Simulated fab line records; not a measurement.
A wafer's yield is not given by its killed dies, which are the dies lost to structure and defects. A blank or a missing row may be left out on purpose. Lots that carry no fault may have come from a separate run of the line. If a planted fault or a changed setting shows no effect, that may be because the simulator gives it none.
Which tool did it?	flow n5Finfet	72 wafers sampled from 24 lots at 1 step of a route of 1938

## WHAT THE GAUGES READ, wafer by wafer
N5_BEOL_M2_CD_MEAS_28: target cd 26.2 nm, target cd y 24.1 nm. Usual: cdNm 26.27 nm, standard deviation 0.23.
lot	measured	on	cdNm (nm)	flag
L074	day 6 10:53	cdSem-03	25.95 26.11 25.91	
L075	day 7 01:14	cdSem-03	26.35 26.38 26.27	
L077	day 7 02:44	cdSem-01	26.13 26.27 26.31	
L076	day 7 05:17	cdSem-03	26.54 26.15 26.21	
L079	day 7 19:04	cdSem-02	26.73 26.14 26.77	
L078	day 8 00:56	cdSem-01	26.42 26.41 26.34	
L080	day 8 01:07	cdSem-02	26.09 26.47 26.15	
L081	day 8 02:32	cdSem-01	26.26 26.18 26.30	
L082	day 8 08:37	cdSem-02	26.79 26.25 25.97	
L083	day 8 21:39	cdSem-01	26.29 26.16 26.07	
L084	day 8 23:23	cdSem-03	26.18 25.97 26.19	
L085	day 9 08:08	cdSem-03	26.38 26.51 26.50	
L086	day 9 10:58	cdSem-01	26.21 25.95 26.12	
L087	day 10 03:05	cdSem-02	26.62 26.79 26.18	
L088	day 10 11:38	cdSem-03	26.40 25.89 26.28	
L090	day 10 15:55	cdSem-03	26.29 25.81 26.27	
L089	day 10 19:11	cdSem-01	26.23 26.16 26.21	
L091	day 10 22:08	cdSem-02	26.12 26.33 26.20	
L092	day 11 03:51	cdSem-01	26.50 26.34 26.03	
L093	day 11 12:50	cdSem-01	25.94 26.29 26.46	
L094	day 11 14:54	cdSem-01	26.37 26.22 26.14	
L095	day 11 20:34	cdSem-01	26.35 25.80 26.50	
L096	day 12 03:08	cdSem-01	26.34 26.16 25.93	
L097	day 12 11:11	cdSem-02	26.24 26.15 25.89	

## WHICH TOOL RAN EACH LOT (tool, then ch and the chambers of the sampled wafers, then the start)
No process step before these readings appears in the record.

## AS READ BY THE TOOLS THEMSELVES (means over the sampled wafers that have a number; for cases with no such wafer, the mark the record gives instead)
The record holds no such reading with a usual standard deviation.

## THE ANSWER, worked out from the rows above alone
Rule: a lot counts as off when the mean over its wafers that have a number is more than 3 standard deviations away from the usual mean. Also off: a lot with no number at a reading for which 4 or more lots have one. Any other lot the step has rows for is counted as sound. The gauges are gone through in route order, then the tools' own readings, and for those a lot's mean is taken as printed above. At the first step where some lot is off, the reading lying furthest off is the one used; lots without a number count as furthest.
No lot is off at any reading shown: from this, nothing can be told.

## WHAT HAD BEEN PUT IN BY THE SIMULATOR
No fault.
